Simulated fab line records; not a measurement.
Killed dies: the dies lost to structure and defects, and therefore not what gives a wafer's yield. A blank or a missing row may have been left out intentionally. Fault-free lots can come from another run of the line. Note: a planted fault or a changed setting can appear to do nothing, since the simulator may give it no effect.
Which tool did it? ; flow n5 finfet ; route of 1938 steps, sampled at 1 step: 24 lots, 72 wafers

WHAT EACH GAUGE READ, for each wafer
N5_BEOL_M8_CD_MEAS_11 targets a cd of 38.5 nm. Usual: 38.3 nm for cd nm, sd 0.5.
lot;measured;on;cd nm (nm);flag
L075;day 10 03:03;cd sem-03;38.3 38.1 38.9;
L074;day 10 03:16;cd sem-03;37.7 38.4 38.8;
L076;day 10 09:32;cd sem-02;38.9 38.5 38.2;
L079;day 10 18:19;cd sem-03;38.2 38.3 37.6;
L077;day 11 07:51;cd sem-02;38.5 37.7 37.5;
L078;day 11 08:09;cd sem-03;38.3 39.0 38.3;
L081;day 11 18:44;cd sem-03;37.7 38.3 38.6;
L080;day 12 04:06;cd sem-01;38.2 38.2 38.6;
L082;day 12 06:07;cd sem-01;38.3 38.0 39.0;
L083;day 12 06:29;cd sem-03;38.8 38.3 38.5;
L084;day 12 09:35;cd sem-03;38.5 38.6 38.4;
L085;day 12 12:32;cd sem-02;38.2 38.7 38.3;
L086;day 13 09:37;cd sem-01;37.6 38.3 37.4;
L087;day 13 16:22;cd sem-02;38.4 38.0 38.5;
L089;day 13 17:24;cd sem-03;39.0 38.1 38.3;
L090;day 13 18:25;cd sem-01;37.7 38.8 38.7;
L088;day 13 20:23;cd sem-02;38.0 38.5 38.4;
L092;day 14 04:25;cd sem-03;39.2 39.3 38.6;
L091;day 14 05:02;cd sem-02;38.8 38.5 38.7;
L093;day 14 20:28;cd sem-01;38.6 38.2 39.0;
L094;day 14 23:37;cd sem-01;39.2 38.2 38.8;
L095;day 15 02:45;cd sem-02;38.8 37.5 38.6;
L096;day 16 03:09;cd sem-01;38.9 38.5 39.1;
L097;day 17 08:25;cd sem-03;37.8 37.6 37.7;

EACH LOT AND THE TOOL THAT RAN IT (in order: tool; ch and the chambers of the sampled wafers; start)
The record shows no process step preceding these readings.

WHAT THE TOOLS THEMSELVES READ (means of the sampled wafers that have a number; where no wafer has one, the mark that the record gives instead)
The record holds no such reading with a usual standard deviation.

THE ANSWER, worked out from the rows above alone
Rule: a lot counts as off when the mean over its wafers that have a number is more than 3 standard deviations away from the usual mean. Also off: a lot with no number at a reading for which 4 or more lots have one. All remaining lots with rows at the step are treated as sound. The gauges are gone through in route order, then the tools' own readings, and for those a lot's mean is taken as printed above. The first step at which some lot is off is used, and at that step the reading that is off furthest; a lot without a number counts as furthest.
No lot is off on any of the readings shown, so nothing can be concluded from this.

WHAT THE SIMULATOR HAD PUT IN
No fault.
